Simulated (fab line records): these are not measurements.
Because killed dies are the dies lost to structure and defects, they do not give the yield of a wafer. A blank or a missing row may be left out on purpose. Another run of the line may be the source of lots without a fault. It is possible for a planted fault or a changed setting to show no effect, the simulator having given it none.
Which of the tools did it? || flow n5Finfet || 9 lots with 24 wafers sampled at 6 steps, on a route of 1938 steps

== WHAT EACH GAUGE READ, for each wafer ==
N5_BEOL_M3_CD_MEAS_18: pitch 36 nm, target cd 18 nm.
{"lot": "L886", "measured": "day 7 06:17", "on": "cdSem-02", "cdNm (nm)": "18.5 18.6 18.1"}
{"lot": "L887", "measured": "day 7 15:59", "on": "cdSem-02", "cdNm (nm)": "18.1 17.5"}
{"lot": "L888", "measured": "day 7 18:33", "on": "cdSem-03", "cdNm (nm)": "18.6 18.5 17.3"}
{"lot": "L891", "measured": "day 8 12:49", "on": "cdSem-03", "cdNm (nm)": "18.1 17.7 17.8"}
{"lot": "L892", "measured": "day 8 18:49", "on": "cdSem-03", "cdNm (nm)": "18.9 17.9 19.0"}
{"lot": "L893", "measured": "day 9 03:11", "on": "cdSem-03", "cdNm (nm)": "17.9 18.5 18.1"}
{"lot": "L894", "measured": "day 9 12:03", "on": "cdSem-01", "cdNm (nm)": "17.8 17.8 18.2"}
{"lot": "L900", "measured": "day 11 02:25", "on": "cdSem-03", "cdNm (nm)": "18.1 18.0"}
{"lot": "L908", "measured": "day 12 22:02", "on": "cdSem-02", "cdNm (nm)": "18.4 18.3"}

N5_BEOL_M3_OCD_MEAS_38.
{"lot": "L886", "measured": "day 7 14:46", "on": "ocd-01", "trenchDepthNm (nm)": "53.9 54.1 56.3"}
{"lot": "L887", "measured": "day 7 17:41", "on": "ocd-02", "trenchDepthNm (nm)": "54.8 54.4"}
{"lot": "L888", "measured": "day 7 20:21", "on": "ocd-01", "trenchDepthNm (nm)": "53.7 54.0 57.2"}
{"lot": "L891", "measured": "day 8 14:02", "on": "ocd-01", "trenchDepthNm (nm)": "53.7 54.1 56.0"}
{"lot": "L892", "measured": "day 8 22:43", "on": "ocd-02", "trenchDepthNm (nm)": "53.3 54.1 56.8"}
{"lot": "L893", "measured": "day 9 06:17", "on": "ocd-02", "trenchDepthNm (nm)": "37.2 39.7 39.9"}
{"lot": "L894", "measured": "day 9 18:05", "on": "ocd-02", "trenchDepthNm (nm)": "39.7 38.9 37.1"}
{"lot": "L900", "measured": "day 11 04:45", "on": "ocd-02", "trenchDepthNm (nm)": "56.7 56.8"}
{"lot": "L908", "measured": "day 13 00:31", "on": "ocd-02", "trenchDepthNm (nm)": "53.9 54.6"}

N5_BEOL_M4_RC_MEAS_101.
{"lot": "L886", "measured": "day 8 09:50", "on": "prober-02", "DIBL_N (mV/V)": "35.1 36.0 34.3", "DIBL_P (mV/V)": "37.0 36.9 35.4", "IOFF_N (nA/um)": "0.16 0.15 0.14", "IOFF_P (nA/um)": "0.24 0.23 0.20", "ION_N (uA/um)": "691 666 674", "ION_P (uA/um)": "474 459 464", "SS_N (mV/dec)": "71.2 71.7 71.2", "SS_P (mV/dec)": "74.0 73.6 73.3", "VT_N (mV)": "251 253 249", "VT_P (mV)": "-247.6 -248.0 -248.0"}
{"lot": "L887", "measured": "day 8 13:13", "on": "prober-02", "DIBL_N (mV/V)": "40.9 39.4", "DIBL_P (mV/V)": "43.9 41.2", "IOFF_N (nA/um)": "0.29 0.23", "IOFF_P (nA/um)": "0.35 0.29", "ION_N (uA/um)": "703 682", "ION_P (uA/um)": "476 461", "SS_N (mV/dec)": "72.5 72.1", "SS_P (mV/dec)": "75.0 74.2", "VT_N (mV)": "241 245", "VT_P (mV)": "-245.6 -245.4"}
{"lot": "L888", "measured": "day 8 12:47", "on": "prober-01", "DIBL_N (mV/V)": "33.5 35.6 35.8", "DIBL_P (mV/V)": "33.0 35.0 35.6", "IOFF_N (nA/um)": "0.12 0.15 0.14", "IOFF_P (nA/um)": "0.17 0.19 0.19", "ION_N (uA/um)": "677 665 667", "ION_P (uA/um)": "465 453 452", "SS_N (mV/dec)": "70.8 71.1 70.7", "SS_P (mV/dec)": "72.1 72.9 73.2", "VT_N (mV)": "254 249 251", "VT_P (mV)": "-252.8 -252.3 -250.6"}
{"lot": "L891", "measured": "day 9 06:20", "on": "prober-01", "DIBL_N (mV/V)": "35.2 38.6 39.4", "DIBL_P (mV/V)": "34.9 38.4 39.8", "IOFF_N (nA/um)": "0.13 0.20 0.21", "IOFF_P (nA/um)": "0.19 0.26 0.27", "ION_N (uA/um)": "657 673 680", "ION_P (uA/um)": "453 462 467", "SS_N (mV/dec)": "71.6 71.9 71.9", "SS_P (mV/dec)": "72.6 73.9 73.5", "VT_N (mV)": "254 250 245", "VT_P (mV)": "-252.9 -246.8 -245.6"}
{"lot": "L892", "measured": "day 9 13:22", "on": "prober-02", "DIBL_N (mV/V)": "36.1 36.6 36.8", "DIBL_P (mV/V)": "34.1 36.1 36.1", "IOFF_N (nA/um)": "0.13 0.14 0.15", "IOFF_P (nA/um)": "0.19 0.22 0.23", "ION_N (uA/um)": "668 676 654", "ION_P (uA/um)": "461 470 456", "SS_N (mV/dec)": "70.6 71.1 71.0", "SS_P (mV/dec)": "72.6 72.7 73.3", "VT_N (mV)": "256 251 252", "VT_P (mV)": "-251.9 -249.4 -248.9"}
{"lot": "L893", "measured": "day 10 02:35", "on": "prober-02", "DIBL_N (mV/V)": "34.7 37.2 37.1", "DIBL_P (mV/V)": "36.2 38.4 38.8", "IOFF_N (nA/um)": "0.14 0.19 0.19", "IOFF_P (nA/um)": "0.21 0.25 0.27", "ION_N (uA/um)": "661 668 674", "ION_P (uA/um)": "459 466 463", "SS_N (mV/dec)": "71.6 72.7 72.2", "SS_P (mV/dec)": "73.8 74.6 73.9", "VT_N (mV)": "252 249 245", "VT_P (mV)": "-247.3 -244.8 -245.1"}
{"lot": "L894", "measured": "day 10 08:43", "on": "prober-01", "DIBL_N (mV/V)": "43.2 38.0 35.8", "DIBL_P (mV/V)": "41.7 35.4 34.8", "IOFF_N (nA/um)": "0.28 0.17 0.14", "IOFF_P (nA/um)": "0.34 0.21 0.21", "ION_N (uA/um)": "689 659 682", "ION_P (uA/um)": "465 447 467", "SS_N (mV/dec)": "73.0 71.8 70.4", "SS_P (mV/dec)": "75.6 73.8 73.4", "VT_N (mV)": "243 251 250", "VT_P (mV)": "-247.7 -252.2 -249.3"}
{"lot": "L900", "measured": "day 11 19:59", "on": "prober-02", "DIBL_N (mV/V)": "39.5 37.3", "DIBL_P (mV/V)": "38.7 38.4", "IOFF_N (nA/um)": "0.20 0.16", "IOFF_P (nA/um)": "0.21 0.21", "ION_N (uA/um)": "673 678", "ION_P (uA/um)": "460 463", "SS_N (mV/dec)": "72.6 71.5", "SS_P (mV/dec)": "74.1 73.8", "VT_N (mV)": "250 250", "VT_P (mV)": "-253.2 -253.3"}
{"lot": "L908", "measured": "day 13 14:38", "on": "prober-01", "DIBL_N (mV/V)": "34.0 39.7", "DIBL_P (mV/V)": "35.0 42.6", "IOFF_N (nA/um)": "0.15 0.27", "IOFF_P (nA/um)": "0.20 0.35", "ION_N (uA/um)": "686 712", "ION_P (uA/um)": "473 485", "SS_N (mV/dec)": "71.6 73.2", "SS_P (mV/dec)": "73.2 75.6", "VT_N (mV)": "247 242", "VT_P (mV)": "-249.2 -245.4"}

== WHAT TOOL EACH LOT RAN ON (gives the tool, then ch and the chambers of the sampled wafers, and finally the start) ==
{"lot": "L886", "N5_BEOL_M3_ETCH_69": "rieDiel-01 ch 0,1,2, day 7 06:58", "N5_BEOL_M3_TRENCH_ETCH_37": "rieDiel-04 ch 0,1,2, day 7 14:36", "N5_BEOL_M3_PRE_CLEAN_45": "pvdSputter-01, day 7 15:14"}
{"lot": "L887", "N5_BEOL_M3_ETCH_69": "rieDiel-02 ch 2, day 7 16:29", "N5_BEOL_M3_TRENCH_ETCH_37": "rieDiel-04 ch 0,1, day 7 17:31", "N5_BEOL_M3_PRE_CLEAN_45": "pvdSputter-03, day 7 18:52"}
{"lot": "L888", "N5_BEOL_M3_ETCH_69": "rieDiel-04 ch 0,1,2, day 7 19:08", "N5_BEOL_M3_TRENCH_ETCH_37": "rieDiel-02 ch 0,2,3, day 7 20:12", "N5_BEOL_M3_PRE_CLEAN_45": "pvdSputter-02, day 7 21:01"}
{"lot": "L891", "N5_BEOL_M3_ETCH_69": "rieDiel-02 ch 1,2,3, day 8 13:19", "N5_BEOL_M3_TRENCH_ETCH_37": "rieDiel-04 ch 0,1,2, day 8 13:52", "N5_BEOL_M3_PRE_CLEAN_45": "pvdSputter-02, day 8 14:28"}
{"lot": "L892", "N5_BEOL_M3_ETCH_69": "rieDiel-04 ch 0,2, day 8 19:20", "N5_BEOL_M3_TRENCH_ETCH_37": "rieDiel-02 ch 0,2,3, day 8 22:34", "N5_BEOL_M3_PRE_CLEAN_45": "pvdSputter-02, day 8 23:30"}
{"lot": "L893", "N5_BEOL_M3_ETCH_69": "rieDiel-02 ch 1,2, day 9 03:40", "N5_BEOL_M3_TRENCH_ETCH_37": "rieDiel-04 ch 0,3, day 9 06:08", "N5_BEOL_M3_PRE_CLEAN_45": "pvdSputter-01, day 9 06:46"}
{"lot": "L894", "N5_BEOL_M3_ETCH_69": "rieDiel-04 ch 0,2,3, day 9 13:08", "N5_BEOL_M3_TRENCH_ETCH_37": "rieDiel-04 ch 1,2,3, day 9 17:55", "N5_BEOL_M3_PRE_CLEAN_45": "pvdSputter-02, day 9 18:37"}
{"lot": "L900", "N5_BEOL_M3_ETCH_69": "rieDiel-02 ch 2,3, day 11 02:58", "N5_BEOL_M3_TRENCH_ETCH_37": "rieDiel-01 ch 0,2, day 11 04:35", "N5_BEOL_M3_PRE_CLEAN_45": "pvdSputter-03, day 11 05:12"}
{"lot": "L908", "N5_BEOL_M3_ETCH_69": "rieDiel-02 ch 2,3, day 12 23:16", "N5_BEOL_M3_TRENCH_ETCH_37": "rieDiel-02 ch 1,3, day 13 00:21", "N5_BEOL_M3_PRE_CLEAN_45": "pvdSputter-02, day 13 01:02"}
- N5_BEOL_M3_ETCH_69: etches SiARC in CF4, target depth 15.6 nm, time 26 s.
- N5_BEOL_M3_TRENCH_ETCH_37: etches SiOC in C4F6/O2, target depth 55.555 nm, time 29.2 s.
- N5_BEOL_M3_PRE_CLEAN_45: time 30 s.

== WHAT THE TOOLS THEMSELVES READ (means of the sampled wafers that have a number; where no wafer has one, the mark that the record gives instead) ==
N5_BEOL_M3_ETCH_69.
{"lot": "L886", "tool": "rieDiel-01", "chamberPressureMTorr (mTorr)": 39.99, "drypumpMotorCurrentA (A)": 6.1, "etchRfOnTimeS (s)": 25.7, "oesProductAu (a.u.)": 0.74, "rfFwdPowerW (W)": 531.0, "rfVppV (V)": 183.8, "showerheadPlenumPTorr (Torr)": 2.12, "throttleValvePct (%)": 15.36}
{"lot": "L887", "tool": "rieDiel-02", "chamberPressureMTorr (mTorr)": 39.98, "drypumpMotorCurrentA (A)": 6.2, "etchRfOnTimeS (s)": 25.4, "oesProductAu (a.u.)": 0.80, "rfFwdPowerW (W)": 532.8, "rfVppV (V)": 186.6, "showerheadPlenumPTorr (Torr)": 2.28, "throttleValvePct (%)": 15.38}
{"lot": "L888", "tool": "rieDiel-04", "chamberPressureMTorr (mTorr)": 40.04, "drypumpMotorCurrentA (A)": 5.6, "etchRfOnTimeS (s)": 26.7, "oesProductAu (a.u.)": 0.67, "rfFwdPowerW (W)": 533.5, "rfVppV (V)": 184.8, "showerheadPlenumPTorr (Torr)": 2.15, "throttleValvePct (%)": 15.55}
{"lot": "L891", "tool": "rieDiel-02", "chamberPressureMTorr (mTorr)": 39.98, "drypumpMotorCurrentA (A)": 5.8, "etchRfOnTimeS (s)": 26.2, "oesProductAu (a.u.)": 0.67, "rfFwdPowerW (W)": 535.0, "rfVppV (V)": 185.1, "showerheadPlenumPTorr (Torr)": 2.19, "throttleValvePct (%)": 15.65}
{"lot": "L892", "tool": "rieDiel-04", "chamberPressureMTorr (mTorr)": 40.00, "drypumpMotorCurrentA (A)": 6.0, "etchRfOnTimeS (s)": 27.6, "oesProductAu (a.u.)": 0.61, "rfFwdPowerW (W)": 533.2, "rfVppV (V)": 184.7, "showerheadPlenumPTorr (Torr)": 2.16, "throttleValvePct (%)": 15.65}
{"lot": "L893", "tool": "rieDiel-02", "chamberPressureMTorr (mTorr)": 40.01, "drypumpMotorCurrentA (A)": 5.9, "etchRfOnTimeS (s)": 25.3, "oesProductAu (a.u.)": 0.72, "rfFwdPowerW (W)": 531.3, "rfVppV (V)": 184.5, "showerheadPlenumPTorr (Torr)": 2.23, "throttleValvePct (%)": 15.46}
{"lot": "L894", "tool": "rieDiel-04", "chamberPressureMTorr (mTorr)": 40.01, "drypumpMotorCurrentA (A)": 6.1, "etchRfOnTimeS (s)": 26.9, "oesProductAu (a.u.)": 0.63, "rfFwdPowerW (W)": 532.6, "rfVppV (V)": 183.5, "showerheadPlenumPTorr (Torr)": 2.11, "throttleValvePct (%)": 15.57}
{"lot": "L900", "tool": "rieDiel-02", "chamberPressureMTorr (mTorr)": 39.99, "drypumpMotorCurrentA (A)": 6.1, "etchRfOnTimeS (s)": 26.2, "oesProductAu (a.u.)": 0.67, "rfFwdPowerW (W)": 535.7, "rfVppV (V)": 184.9, "showerheadPlenumPTorr (Torr)": 2.20, "throttleValvePct (%)": 15.73}
{"lot": "L908", "tool": "rieDiel-02", "chamberPressureMTorr (mTorr)": 40.02, "drypumpMotorCurrentA (A)": 6.1, "etchRfOnTimeS (s)": 26.2, "oesProductAu (a.u.)": 0.66, "rfFwdPowerW (W)": 535.5, "rfVppV (V)": 183.8, "showerheadPlenumPTorr (Torr)": 2.20, "throttleValvePct (%)": 15.75}

N5_BEOL_M3_TRENCH_ETCH_37.
{"lot": "L886", "tool": "rieDiel-04", "chamberPressureMTorr (mTorr)": 30.009, "drypumpMotorCurrentA (A)": 5.6, "oes_f_703_au (a.u.)": 0.79, "oes_o_777_au (a.u.)": 0.79, "oesProductAu (a.u.)": 0.78, "rfFwdPowerW (W)": 349.1, "rfVppV (V)": 679, "showerheadPlenumPTorr (Torr)": 2.86, "throttleValvePct (%)": 20.80}
{"lot": "L887", "tool": "rieDiel-04", "chamberPressureMTorr (mTorr)": 30.024, "drypumpMotorCurrentA (A)": 5.5, "oes_f_703_au (a.u.)": 0.82, "oes_o_777_au (a.u.)": 0.83, "oesProductAu (a.u.)": 0.81, "rfFwdPowerW (W)": 351.6, "rfVppV (V)": 682, "showerheadPlenumPTorr (Torr)": 2.93, "throttleValvePct (%)": 20.90}
{"lot": "L888", "tool": "rieDiel-02", "chamberPressureMTorr (mTorr)": 29.982, "drypumpMotorCurrentA (A)": 5.9, "oes_f_703_au (a.u.)": 0.77, "oes_o_777_au (a.u.)": 0.78, "oesProductAu (a.u.)": 0.77, "rfFwdPowerW (W)": 350.4, "rfVppV (V)": 654, "showerheadPlenumPTorr (Torr)": 2.92, "throttleValvePct (%)": 20.97}
{"lot": "L891", "tool": "rieDiel-04", "chamberPressureMTorr (mTorr)": 30.005, "drypumpMotorCurrentA (A)": 5.6, "oes_f_703_au (a.u.)": 0.78, "oes_o_777_au (a.u.)": 0.79, "oesProductAu (a.u.)": 0.78, "rfFwdPowerW (W)": 348.8, "rfVppV (V)": 678, "showerheadPlenumPTorr (Torr)": 2.86, "throttleValvePct (%)": 20.81}
{"lot": "L892", "tool": "rieDiel-02", "chamberPressureMTorr (mTorr)": 30.034, "drypumpMotorCurrentA (A)": 5.9, "oes_f_703_au (a.u.)": 0.86, "oes_o_777_au (a.u.)": 0.86, "oesProductAu (a.u.)": 0.85, "rfFwdPowerW (W)": 351.7, "rfVppV (V)": 654, "showerheadPlenumPTorr (Torr)": 2.92, "throttleValvePct (%)": 20.87}
{"lot": "L893", "tool": "rieDiel-04", "chamberPressureMTorr (mTorr)": 30.011, "drypumpMotorCurrentA (A)": 6.4, "oes_f_703_au (a.u.)": 0.52, "oes_o_777_au (a.u.)": 0.53, "oesProductAu (a.u.)": 0.63, "rfFwdPowerW (W)": 135.7, "rfVppV (V)": 814, "showerheadPlenumPTorr (Torr)": 2.80, "throttleValvePct (%)": 20.65}
{"lot": "L894", "tool": "rieDiel-04", "chamberPressureMTorr (mTorr)": 30.010, "drypumpMotorCurrentA (A)": 5.8, "oes_f_703_au (a.u.)": 0.53, "oes_o_777_au (a.u.)": 0.55, "oesProductAu (a.u.)": 0.65, "rfFwdPowerW (W)": 136.5, "rfVppV (V)": 800, "showerheadPlenumPTorr (Torr)": 2.78, "throttleValvePct (%)": 20.65}
{"lot": "L900", "tool": "rieDiel-01", "chamberPressureMTorr (mTorr)": 29.991, "drypumpMotorCurrentA (A)": 5.9, "oes_f_703_au (a.u.)": 0.80, "oes_o_777_au (a.u.)": 0.80, "oesProductAu (a.u.)": 0.81, "rfFwdPowerW (W)": 350.5, "rfVppV (V)": 673, "showerheadPlenumPTorr (Torr)": 2.74, "throttleValvePct (%)": 20.39}
{"lot": "L908", "tool": "rieDiel-02", "chamberPressureMTorr (mTorr)": 29.989, "drypumpMotorCurrentA (A)": 5.7, "oes_f_703_au (a.u.)": 0.71, "oes_o_777_au (a.u.)": 0.71, "oesProductAu (a.u.)": 0.70, "rfFwdPowerW (W)": 352.0, "rfVppV (V)": 672, "showerheadPlenumPTorr (Torr)": 2.82, "throttleValvePct (%)": 21.02}

N5_BEOL_M3_PRE_CLEAN_45.
{"lot": "L886", "tool": "pvdSputter-01", "heaterPowerW (W)": 347}
{"lot": "L887", "tool": "pvdSputter-03", "heaterPowerW (W)": 335}
{"lot": "L888", "tool": "pvdSputter-02", "heaterPowerW (W)": 326}
{"lot": "L891", "tool": "pvdSputter-02", "heaterPowerW (W)": 320}
{"lot": "L892", "tool": "pvdSputter-02", "heaterPowerW (W)": 324}
{"lot": "L893", "tool": "pvdSputter-01", "heaterPowerW (W)": 347}
{"lot": "L894", "tool": "pvdSputter-02", "heaterPowerW (W)": 338}
{"lot": "L900", "tool": "pvdSputter-03", "heaterPowerW (W)": 305}
{"lot": "L908", "tool": "pvdSputter-02", "heaterPowerW (W)": 322}

== THE ANSWER, worked out from the rows above alone ==
Rule: usual is defined by the lots themselves. The widest of any qualifying gaps counts: lots, ordered by their means at a reading, are off when they make up no more than a third of the lots, leave a main group of 4 or more, and stand apart from it by 3 or more times the standard deviation of that group's means. The tables above print the reading to a certain number of digits; a main group whose means all agree to those digits is not used. Also off: a lot with no number at a reading for which 4 or more lots have one. The other lots that the step has rows for count as sound. Order of review: gauges by route order, followed by the tools' own readings, for which a lot's mean as printed above is used. The first step at which some lot is off is used, and at that step the reading that is off furthest; a lot without a number counts as furthest.
Off at N5_BEOL_M3_OCD_MEAS_38 (trenchDepthNm): L893, L894. Mean 55.0 nm and standard deviation 0.76 in the main group.
A tool fits if, at a process step before that reading, it ran every lot that is off, and no sound lot after the first of them. The gauges at N5_BEOL_M3_OCD_MEAS_38 aren't tried: what is off there is off at N5_BEOL_M3_TRENCH_ETCH_37 too, on other tools, and a gauge's error can't cause that. One fits: rieDiel-04 at N5_BEOL_M3_TRENCH_ETCH_37. Its last sound lot is L891 (day 8 13:52), its first lot that is off L893 (day 9 06:08): a fault that began between those two fits.
The tool's own readings at N5_BEOL_M3_TRENCH_ETCH_37 bear it out: on the lots that are off they differ by more than 5 times the standard deviation of the sound lots' means. oes_f_703_au reads 0.53 a.u. there against 0.79 a.u. on the sound lots; oes_o_777_au reads 0.54 a.u. there against 0.79 a.u. on the sound lots; rfFwdPowerW reads 136.1 W there against 350.6 W on the sound lots; rfVppV reads 807 V there against 670 V on the sound lots.

== WHAT THE SIMULATOR HAD INSERTED ==
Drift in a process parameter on rieDiel-04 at N5_BEOL_M3_TRENCH_ETCH_37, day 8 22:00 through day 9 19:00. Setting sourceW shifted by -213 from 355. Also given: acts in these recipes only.
Shown lots that were struck: L893, L894. The rule given above showed the same thing.
